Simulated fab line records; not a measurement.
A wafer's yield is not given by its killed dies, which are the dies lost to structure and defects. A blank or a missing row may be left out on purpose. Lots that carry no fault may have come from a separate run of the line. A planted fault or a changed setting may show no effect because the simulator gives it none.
Struck lot and sound lot, side by side + flow n5 finfet + 36 out of 1938 route steps
Sound: wafers L187.2, L187.3, L187.6. The struck wafers were L193.2, L193.4, L193.5. The cause is given at the end.
Per side, at each step with rows, come the tool, then ch with its chambers, and then its first start. Under that, the readings that differ: sound wafers + struck wafers + difference of the means + sigmas: that difference in standard deviations of wafers without a fault.
alike: same words and numbers on both sides, and readings whose means sit less than 2 such deviations apart. not compared: any withheld reading, any reading some wafer has no value for, any bound like >300 that may hide the same value, and any number with overlapping values for which the record gives no deviation.
The two part at a step that has a row with sigmas, a row that says differs or no value, or rows on one side only. Non-overlapping numbers with no deviation appear without sigmas and do not part them. A reading that every wafer of one side lacks parts them only if that side has two wafers or more.

first, 9 steps without rows for these wafers: N5_WELL_APT_COAT_02 (resist thk 950 nm); N5_WELL_APT_EBR_04; N5_WELL_APT_SOFTBAKE_03 (time 60 s); N5_WELL_APT_EXPOSE_05 (exposes mask NWELL, defocus 0 nm, target cd 200 nm); N5_WELL_APT_PEB_06 (peb time 90 s); N5_WELL_APT_DEVELOP_07 (develop time 45 s); N5_WELL_APT_HARDBAKE_12 (time 120 s); N5_WELL_APT_DESCUM_13 (chemistry O2, time 7.9 s); N5_WELL_APT_IMPLANT_14.
N5_WELL_APT_IMPLANT_15:
  sound on implanter-01 ch 0, day 1 20:06; struck on implanter-01 ch 0, day 3 08:17
| reading            | sound                            | struck                           | difference  | sigmas      |
|--------------------|----------------------------------|----------------------------------|-------------|-------------|
| dose ions cm2      | 1.5005e+13 1.4992e+13 1.4988e+13 | 2.2964e+13 2.2976e+13 2.3008e+13 | +7.9877e+12 | +99 or more |
| faraday current uA | 186 192 194                      | 289 298 289                      | +101        | +28         |
  alike: beam energy keV, beam on s, tilt deg
then, 25 steps without rows for these wafers: N5_WELL_APT_STRIP_16 (strips in SPM, time 900 s); N5_WELL_APT_HMDS_18 (time 60 s); N5_WELL_APT_COAT_19 (resist thk 950 nm); N5_WELL_APT_EBR_21; N5_WELL_APT_SOFTBAKE_20 (time 60 s); N5_WELL_APT_EXPOSE_22 (exposes mask PWELL, defocus 0 nm, target cd 200 nm); N5_WELL_APT_PEB_23 (peb time 90 s); N5_WELL_APT_DEVELOP_24 (develop time 45 s); N5_WELL_APT_HARDBAKE_29 (time 120 s); N5_WELL_APT_DESCUM_30 (chemistry O2, time 7.9 s); N5_WELL_APT_IMPLANT_31; N5_WELL_APT_IMPLANT_32; N5_WELL_APT_STRIP_33 (strips in SPM, time 900 s); N5_WELL_APT_RTA_34 (time 10 s); N5_WELL_APT_OXIDE_STRIP_42 (strips SiO2 in dHF, time 45 s, target depth 12 nm); N5_WELL_APT_PRECLEAN_36 (cleans in O3/DIW, time 45 s); N5_WELL_APT_PRECLEAN_39 (cleans in dHF, time 60 s); N5_WELL_APT_SRD_37 (time 30 s); N5_WELL_APT_EPI_41 (deposits Si from SiH4/H2, target thk 50 nm, time 297.7 s); N5_PMOS_HMC_CHANNEL_EPI_HM_DEP_34 (deposits SiO2 from TEOS/O2, target thk 36 nm, time 6.9 s); N5_PMOS_HMC_CHANNEL_EPI_COAT_31 (time 60 s, resist thk 66 nm); N5_PMOS_HMC_CHANNEL_EPI_COAT_03 (resist thk 205 nm); N5_PMOS_HMC_CHANNEL_EPI_EBR_05; N5_PMOS_HMC_CHANNEL_EPI_SOFTBAKE_04 (time 60 s); N5_PMOS_HMC_CHANNEL_EPI_EXPOSE_06 (exposes mask PMOS HMC BLK, target cd 240 nm).
-- the record jumps here: 8 days lie between the struck wafers' starts before and after (it left off in module PMOS_HMC_CHANNEL_EPI and takes up again in module BEOL_M4, whose first step shown is number 1111 of the route) --
N5_BEOL_M4_RC_MEAS_101:
  sound on prober-01 ch 0, day 8 18:54; struck on prober-02 ch 0, day 11 00:14
| reading             | sound                    | struck                     | difference | sigmas |
|---------------------|--------------------------|----------------------------|------------|--------|
| CJ_P                | 5.97 5.90 5.82           | 7.05 7.26 7.30             | +1.31      | +9     |
| IOFF_P_LONG (nA/um) | 0.000105 0.000104 0.0001 | 0.000142 0.000148 0.000153 | +0.000045  | +5     |
  alike: DIBL_N, DIBL_P, IOFF_N, IOFF_P, ION_N, ION_P, SS_N, SS_P, VT_N, VT_P

== WHERE THEY PART ==
At N5_WELL_APT_IMPLANT_15 first; at N5_BEOL_M4_RC_MEAS_101 last (within this record only).

WHY: whatever the simulator had introduced
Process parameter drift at N5_WELL_APT_IMPLANT_15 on implanter-01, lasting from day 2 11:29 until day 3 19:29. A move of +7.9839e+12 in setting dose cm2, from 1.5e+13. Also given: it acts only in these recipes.
